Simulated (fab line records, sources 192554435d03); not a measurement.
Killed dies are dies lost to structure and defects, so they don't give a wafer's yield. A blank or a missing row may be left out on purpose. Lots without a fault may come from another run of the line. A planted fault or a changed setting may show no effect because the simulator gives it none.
Split-lot experiment | flow n5_finfet | 7 lots, 21 wafers read, on a route of 1938 steps

THE SPLIT
At N5_MOL_CONTACT_COAG_CVD_140 (deposits W, target thk 66.5 nm, time 215 s), the setting target_thk_a was moved away from the recipe's 665 angstrom on 4 of the 21 wafers read, by -10.3% to +10.4%. The other wafers ran this setting at the recipe's value.

The reading is taken at the split's own step.

THE READING
W_of_MOL_CONTACT_COAG_CVD_140.thk_nm (the simulator's own value, which no gauge read), in nm, at N5_MOL_CONTACT_COAG_CVD_140 (deposits W, target thk 66.5 nm, time 215 s). The file gives no usual value for it. The 17 wafers here that ran the recipe average 66.5 nm, standard deviation 0.56 nm.

wafer  | tool, chamber at the split | target_thk_a as run, angstrom | against the recipe | W_of_MOL_CONTACT_COAG_CVD_140.thk_nm, nm | against lot-mates on the recipe
L074.1 | cvd_w-01, 1                | 665                           | recipe             | 65.6                                     | -
L074.4 | cvd_w-01, 1                | 734                           | +10.4%             | 72.8                                     | +7.1
L074.5 | cvd_w-01, 1                | 665                           | recipe             | 65.8                                     | -
L078.3 | cvd_w-01, 0                | 665                           | recipe             | 66.2                                     | -
L078.4 | cvd_w-01, 1                | 665                           | recipe             | 65.8                                     | -
L078.6 | cvd_w-01, 0                | 665                           | recipe             | 66.6                                     | -
L082.3 | cvd_w-01, 0                | 629.4                         | -5.4%              | 63.6                                     | -3.4
L082.4 | cvd_w-01, 1                | 665                           | recipe             | 67                                       | -
L082.5 | cvd_w-01, 1                | 629.4                         | -5.4%              | 62.6                                     | -4.4
L086.2 | cvd_w-01, 0                | 665                           | recipe             | 66.4                                     | -
L086.4 | cvd_w-01, 1                | 665                           | recipe             | 66.6                                     | -
L086.5 | cvd_w-01, 0                | 665                           | recipe             | 67.2                                     | -
L087.4 | cvd_w-02, 1                | 665                           | recipe             | 66.8                                     | -
L087.5 | cvd_w-02, 1                | 596.8                         | -10.3%             | 60.6                                     | -6.3
L087.6 | cvd_w-02, 0                | 665                           | recipe             | 67                                       | -
L093.1 | cvd_w-02, 0                | 665                           | recipe             | 65.8                                     | -
L093.3 | cvd_w-02, 1                | 665                           | recipe             | 66                                       | -
L093.5 | cvd_w-02, 0                | 665                           | recipe             | 66.6                                     | -
L095.3 | cvd_w-01, 1                | 665                           | recipe             | 67.6                                     | -
L095.5 | cvd_w-01, 1                | 665                           | recipe             | 67                                       | -
L095.6 | cvd_w-01, 0                | 665                           | recipe             | 66.8                                     | -

THE FIT
A straight line over all 21 wafers: W_of_MOL_CONTACT_COAG_CVD_140.thk_nm changes by +0.601 nm for each +1% of target_thk_a; r = +0.97; the points scatter about the line by 0.56 nm.
The same after taking each lot's own level away (the mean of its wafers on the recipe; 21 wafers): +0.667 nm for each +1%; r = +0.99; scatter 0.36 nm.
On that fit, the largest move of target_thk_a shifts the reading by 6.9 nm.
The lots' own levels span 65.70 to 67.13 nm, that is 2.6 times the standard deviation above.
So the lot-to-lot level changes the slope little: the two slopes agree.
Check: with one of the wafers moved furthest among these (+10.4%) left out of the fit, the line predicts +6.74 nm for it against its lot-mates. It came out at +7.1 nm against them.

OTHER SPLITS ON THESE WAFERS
These wafers also went through other splits before the reading. Each is held against what the fit with the lots' levels taken away leaves over:
other split on the same wafers        | wafers away from the commonest value | r with W_of_MOL_CONTACT_COAG_CVD_140.thk_nm (lot level and that fit taken away)
N5_GATE_CUT_COAT_27 spin_rpm          | 7                                    | -0.25
N5_MOL_CONTACT_COAG_ETCH_15 source_w  | 7                                    | -0.13
N5_MOL_CONTACT_COAG_ETCH_110 source_w | 8                                    | -0.12
N5_MOL_CONTACT_COAG_EXPOSE_37 dose_mj | 5                                    | +0.13
N5_MOL_CONTACT_COAG_ALD_133 temp_c    | 9                                    | +0.08

THE FILE'S OWN FIT
W_of_MOL_CONTACT_COAG_CVD_140.thk_nm changes by +0.659 nm for each +1% of target_thk_a, r = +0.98.
